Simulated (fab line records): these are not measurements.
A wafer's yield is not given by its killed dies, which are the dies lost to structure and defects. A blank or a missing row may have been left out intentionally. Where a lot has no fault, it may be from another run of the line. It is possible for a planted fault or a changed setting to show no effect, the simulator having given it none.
Which tool did it? ; flow nand_harc ; 12 lots, 36 wafers sampled, at 6 steps of a route of 1302

WHAT THE GAUGES SHOWED, per wafer
NHARC_P_GATE_CD_MEAS_91: target cd 2000 nm.
lot;measured;on;cd_nm (nm)
L654;day 6 17:20;cd_sem-02;2003.8 2001.3 2001.4
L656;day 7 02:59;cd_sem-03;1997.9 2001.0 1997.7
L658;day 7 23:48;cd_sem-03;1995.1 1998.3 1998.4
L659;day 8 04:03;cd_sem-03;1999.9 2001.1 1999.2
L660;day 8 14:35;cd_sem-03;1997.9 1999.2 1997.0
L661;day 8 21:01;cd_sem-03;1997.1 2000.7 1999.8
L662;day 9 14:40;cd_sem-02;2000.5 1998.9 2000.8
L666;day 10 23:08;cd_sem-03;1985.5 1988.1 1987.4 1985.6 1988.3 1987.3
L670;day 12 19:20;cd_sem-01;1988.1 1988.2 1985.3 1988.1 1987.9 1985.4
L671;day 13 07:23;cd_sem-03;2000.7 1998.7 1998.2
L674;day 14 08:55;cd_sem-03;2000.2 2001.0 2001.9
L676;day 15 04:40;cd_sem-03;2000.4 1998.9 2001.6

NHARC_END_SORT_01.
lot;measured;on;killed_at_array;killed_at_other;killed_at_periphery;killed_dies;killed_open;killed_short
L666;day 29 09:08;prober-01;53 45;1 2;3 1;57 48;3 0;1 2

EACH LOT AND THE TOOL THAT RAN IT (in order: tool; ch and the chambers of the sampled wafers; start)
lot;NHARC_P_GATE_EXPOSE_88;NHARC_P_GATE_STRIP_95;NHARC_P_GATE_DEGAS_109;NHARC_P_CONTACT_DEP_00
L654;krf_scanner-02 ch 0, day 6 17:11;plasma_asher-01 ch 0, day 6 18:35;pvd_sputter-02, day 6 19:27;pecvd-03 ch 1,2, no start
L656;krf_scanner-03 ch 0, day 7 02:50;plasma_asher-02 ch 0,1, day 7 04:17;pvd_sputter-03, day 7 05:08;pecvd-01 ch 0,1,2, no start
L658;krf_scanner-03 ch 0, day 7 23:39;plasma_asher-02 ch 0,1, day 8 01:04;pvd_sputter-03, day 8 01:55;pecvd-01 ch 0,1,2, no start
L659;krf_scanner-02 ch 0, day 8 03:54;plasma_asher-02 ch 0,1, day 8 05:39;pvd_sputter-02, day 8 06:29;pecvd-01 ch 0,1,2, no start
L660;krf_scanner-02 ch 0, day 8 14:26;plasma_asher-01 ch 0,1, day 8 15:50;pvd_sputter-03, day 8 16:41;pecvd-01 ch 0,1,2, no start
L661;krf_scanner-02 ch 0, day 8 20:52;plasma_asher-01 ch 0, day 8 22:16;pvd_sputter-02, day 8 23:08;pecvd-04 ch 1,2, day 9 00:34
L662;krf_scanner-03 ch 0, day 9 14:31;plasma_asher-01 ch 0,1, day 9 15:56;pvd_sputter-03, day 9 16:48;pecvd-03 ch 1,2, no start
L666;krf_scanner-02 ch 0, day 10 22:59;plasma_asher-02 ch 0,1, day 11 18:49;pvd_sputter-02, day 11 20:11;pecvd-03 ch 1,2, day 11 21:37
L670;krf_scanner-02 ch 0, day 12 19:11;plasma_asher-01 ch 0,1, day 13 02:10;pvd_sputter-01, day 13 03:11;pecvd-03 ch 0,1, no start
L671;krf_scanner-03 ch 0, day 13 07:14;plasma_asher-02 ch 0,1, day 13 08:37;pvd_sputter-01, day 13 09:29;pecvd-04 ch 1,2, no start
L674;krf_scanner-03 ch 0, day 14 08:45;plasma_asher-02 ch 0,1, day 14 10:10;pvd_sputter-02, day 14 11:02;pecvd-03 ch 0,1,2, no start
L676;krf_scanner-04 ch 0, day 15 04:30;plasma_asher-02 ch 0,1, day 15 05:55;pvd_sputter-03, day 15 06:46;pecvd-03 ch 0,2, no start
- NHARC_P_GATE_EXPOSE_88: exposes mask P HVN, target cd 2000 nm.
- NHARC_P_GATE_STRIP_95: strips in O2.
- NHARC_P_GATE_DEGAS_109: time 60 s.
- NHARC_P_CONTACT_DEP_00: deposits SiO2, target thk 500 nm.

AS READ BY THE TOOLS THEMSELVES (means over the sampled wafers that have a number; for cases with no such wafer, the mark the record gives instead)
NHARC_P_GATE_EXPOSE_88.
lot;tool;exposure_dose_mJ_cm2
L654;krf_scanner-02;11.876
L656;krf_scanner-03;11.866
L658;krf_scanner-03;11.885
L659;krf_scanner-02;11.875
L660;krf_scanner-02;11.861
L661;krf_scanner-02;11.874
L662;krf_scanner-03;11.865
L666;krf_scanner-02;11.184
L670;krf_scanner-02;11.181
L671;krf_scanner-03;11.869
L674;krf_scanner-03;11.883
L676;krf_scanner-04;11.868

NHARC_P_GATE_STRIP_95.
lot;tool;drypump_motor_current_A (A);heater_power_w (W)
L654;plasma_asher-01;5.56;304
L656;plasma_asher-02;6.17;335
L658;plasma_asher-02;6.00;339
L659;plasma_asher-02;6.00;332
L660;plasma_asher-01;5.62;316
L661;plasma_asher-01;5.56;293
L662;plasma_asher-01;5.69;336
L666;plasma_asher-02;6.16;332
L670;plasma_asher-01;5.68;342
L671;plasma_asher-02;6.14;347
L674;plasma_asher-02;6.00;342
L676;plasma_asher-02;6.00;350

NHARC_P_GATE_DEGAS_109.
lot;tool;heater_power_w (W);susceptor_temp_C (C)
L654;pvd_sputter-02;455;300.09
L656;pvd_sputter-03;439;300.01
L658;pvd_sputter-03;463;300.08
L659;pvd_sputter-02;464;-
L660;pvd_sputter-03;481;300.14
L661;pvd_sputter-02;458;300.23
L662;pvd_sputter-03;492;299.87
L666;pvd_sputter-02;447;300.00
L670;pvd_sputter-01;450;300.12
L671;pvd_sputter-01;463;299.73
L674;pvd_sputter-02;458;299.78
L676;pvd_sputter-03;450;299.97

NHARC_P_CONTACT_DEP_00.
lot;tool;chamber_pressure_Torr (Torr);flow_sccm (sccm);heater_power_w (W);susceptor_temp_C (C);throttle_valve_pct (%)
L654;pecvd-03;6.492;2652;524;400.08;16.2
L656;pecvd-01;6.486;2650;442;400.27;15.5
L658;pecvd-01;6.489;2651;458;400.06;15.2
L659;pecvd-01;6.497;2646;461;400.02;15.5
L660;pecvd-01;6.502;2653;414;399.94;15.3
L661;pecvd-04;6.493;2658;566;400.12;16.3
L662;pecvd-03;6.501;2648;449;400.05;16.5
L666;pecvd-03;6.500;2644;452;399.86;16.5
L670;pecvd-03;6.510;2647;619;400.01;15.7
L671;pecvd-04;6.505;2646;607;400.14;15.7
L674;pecvd-03;6.492;2653;546;400.17;16.1
L676;pecvd-03;6.502;2642;558;400.13;16.0

THE ANSWER, worked out from the rows above alone
Rule: what is usual is taken from the lots themselves. Put in order of their means at a reading, lots are off if they are a third of the lots or fewer, leave a main group of 4 or more, and stand apart from it by a gap of 3 or more times the standard deviation of the main group's means; of several such gaps the widest counts. If all means in a main group match to the digits the tables above print for the reading, that group is not used. A lot without any number at a reading at which 4 lots or more have one is off too. Where the step has rows for the other lots, those lots are counted as sound. First the gauges in route order, then the tools' own readings, where a lot's mean is used as printed above. The first step at which some lot is off is used, and at that step the reading that is off furthest; a lot without a number counts as furthest.
Off: L666, L670, at NHARC_P_GATE_CD_MEAS_91 (cd_nm). Mean 1999.6 nm and standard deviation 1.4 in the main group.
A tool fits if, at a process step before that reading, it ran every lot that is off, and no sound lot after the first of them. The gauges at NHARC_P_GATE_CD_MEAS_91 aren't tried: what is off there is off at NHARC_P_GATE_EXPOSE_88 too, on other tools, and a gauge's error can't cause that. One fits: krf_scanner-02 at NHARC_P_GATE_EXPOSE_88. A fault onset in the window from L661 (day 8 20:52, its last sound lot) to L666 (day 10 22:59, its first lot off) fits.
The tool's own readings at NHARC_P_GATE_EXPOSE_88 bear it out: on the lots that are off they differ by more than 5 times the standard deviation of the sound lots' means. exposure_dose_mJ_cm2 reads 11.182 there against 11.872 on the sound lots.

WHAT THE SIMULATOR HAD PUT IN
Drift in process parameters on krf_scanner-02 at NHARC_P_GATE_EXPOSE_88, starting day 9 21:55. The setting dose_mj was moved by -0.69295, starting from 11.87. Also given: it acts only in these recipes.
Struck lots among those shown: L666, L670. This agrees with what the rule above found.
